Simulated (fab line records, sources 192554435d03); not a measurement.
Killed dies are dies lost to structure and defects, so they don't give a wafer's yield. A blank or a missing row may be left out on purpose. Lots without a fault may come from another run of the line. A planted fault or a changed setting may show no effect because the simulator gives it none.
A struck lot beside a sound one | flow n5_finfet | 35 steps out of a route of 1938
Sound: wafers L322.2, L322.3, L322.4. Struck: wafers L325.1, L325.2, L325.3. The cause comes at the end.
At each step with rows: each side's tool, then ch and its chambers, then its first start. Under that, the readings that differ: sound wafers | struck wafers | difference of the means | sigmas: that difference in standard deviations of wafers without a fault.
alike: readings whose means differ by less than 2 such deviations, and words and numbers that are the same on both sides. not compared: withheld readings, readings that some wafer has no value for, bounds like >300 that may hide the same value, and numbers for which the record gives no deviation and whose values overlap.
The two part at a step that has a row with sigmas, a row that says differs or no value, or rows on one side only. Numbers that don't overlap but have no deviation are shown without sigmas and don't part them. A reading that every wafer of one side lacks parts them only if that side has two wafers or more.

first, 9 steps without rows for these wafers: N5_STI_FIN_REVEAL_PRECLEAN_18 (cleans in SC2, time 45 s); N5_STI_FIN_REVEAL_SRD_28 (time 30 s); N5_DUMMY_GATE_PRECLEAN_00 (cleans in O3/DIW, time 60 s); N5_DUMMY_GATE_SRD_01 (time 30 s); N5_DUMMY_GATE_ALD_02 (deposits SiO2, target thk 2 nm, pulse time 1 s); N5_DUMMY_GATE_CVD_03 (deposits a-Si from SiH4, target thk 150 nm, time 8042 s); N5_DUMMY_GATE_PRECLEAN_46 (cleans in DIW, time 89.5 s); N5_DUMMY_GATE_SRD_47 (dry time 32 s); N5_DUMMY_GATE_CMP_04 (polishes a-Si).
N5_DUMMY_GATE_HM_DEP_06: deposits SiNx from DCS/NH3, target thk 80 nm, time 5141 s.
  sound on lpcvd-01 ch 0/70,0/75,0/79, day 6 05:58; struck on lpcvd-01 ch 1/15,1/20,1/25, day 7 03:11
  reading                                        | sound                | struck         | difference                    | sigmas
  susceptor_temp_C (C)                           | 700.22 700.22 700.22 | - - -          | no value on the struck wafers |
  model.SiNx_of_DUMMY_GATE_HM_DEP_06.thk_nm (nm) | 80 80 79.4           | 46.6 46.8 46.4 | -33.2                         |
  alike: zone_power_centre_pct, zone_power_lower_pct
then, 24 steps without rows for these wafers: N5_DUMMY_GATE_PECVD_30 (deposits SiO2 from TEOS/O2, target thk 55 nm, time 10.8 s); N5_DUMMY_GATE_COAT_34 (time 60 s, resist thk 60 nm); N5_DUMMY_GATE_COAT_35 (time 60 s, resist thk 10 nm); N5_DUMMY_GATE_COAT_28 (time 60 s, resist thk 10 nm); N5_DUMMY_GATE_COAT_09 (resist thk 30 nm); N5_DUMMY_GATE_EBR_11; N5_DUMMY_GATE_SOFTBAKE_10 (time 60 s); N5_DUMMY_GATE_EXPOSE_12 (exposes mask GATE, target cd 25 nm); N5_DUMMY_GATE_PEB_13 (peb time 60 s); N5_DUMMY_GATE_DEVELOP_14 (develop time 30 s); N5_DUMMY_GATE_DESCUM_20 (chemistry O2, time 6.2 s); N5_DUMMY_GATE_ETCH_29 (etches underlayer in N2/H2, target depth 13 nm); N5_DUMMY_GATE_ETCH_36 (etches SiARC in CF4, target depth 13 nm); N5_DUMMY_GATE_ETCH_37 (etches SOC in N2/H2, target depth 60 nm, overetch 30 nm); N5_DUMMY_GATE_STRIP_38 (strips in N2/H2); N5_DUMMY_GATE_STRIP_39 (strips in N2/H2); N5_DUMMY_GATE_TRIM_49 (chemistry O2, time 29 s, target cd 14 nm); N5_DUMMY_GATE_STRIP_40 (strips in CF4); N5_DUMMY_GATE_ETCH_31 (etches SiO2 in C4F6/O2, target depth 82.5 nm, time 27.5 s); N5_DUMMY_GATE_STRIP_41 (strips in O2); N5_DUMMY_GATE_HM_OPEN_21 (chemistry CH3F/O2, target SiNx, target depth 120 nm, time 171.4 s); N5_DUMMY_GATE_ETCH_32 (etches SiO2 in CF4, target depth 3.5 nm, time 3.9 s); N5_DUMMY_GATE_ETCH_23 (etches poly-Si in HBr/Cl2/O2, target depth 41 nm, time 22.3 s); N5_DUMMY_GATE_ETCH_44 (etches poly-Si in HBr/O2, stops on SiO2, target depth 127.5 nm).
N5_ILD0_CMP_03: polishes, stops on SiNx, t overpolish 1.9 s, target thk 197.38 nm.
  sound on cmp-02 ch 0,1,2, day 7 00:37; struck on cmp-01 ch 0,1,2, day 7 22:59
  reading                                        | sound        | struck         | difference | sigmas
  model.SiNx_of_DUMMY_GATE_HM_DEP_06.thk_nm (nm) | 76.8 77 76.4 | 43.6 43.8 43.4 | -33.1      |
  alike: head_pressure_psi, motor_current_A, overpolish_run_s, time_to_endpoint_s

WHERE THEY PART
Only at N5_DUMMY_GATE_HM_DEP_06, within this record. Later steps at which nothing parts them and some readings are alike: N5_ILD0_CMP_03.

WHY: what the simulator had put in
Process parameter drift: lpcvd-01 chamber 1, from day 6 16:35 on, at N5_DUMMY_GATE_HM_DEP_06. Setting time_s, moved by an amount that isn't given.
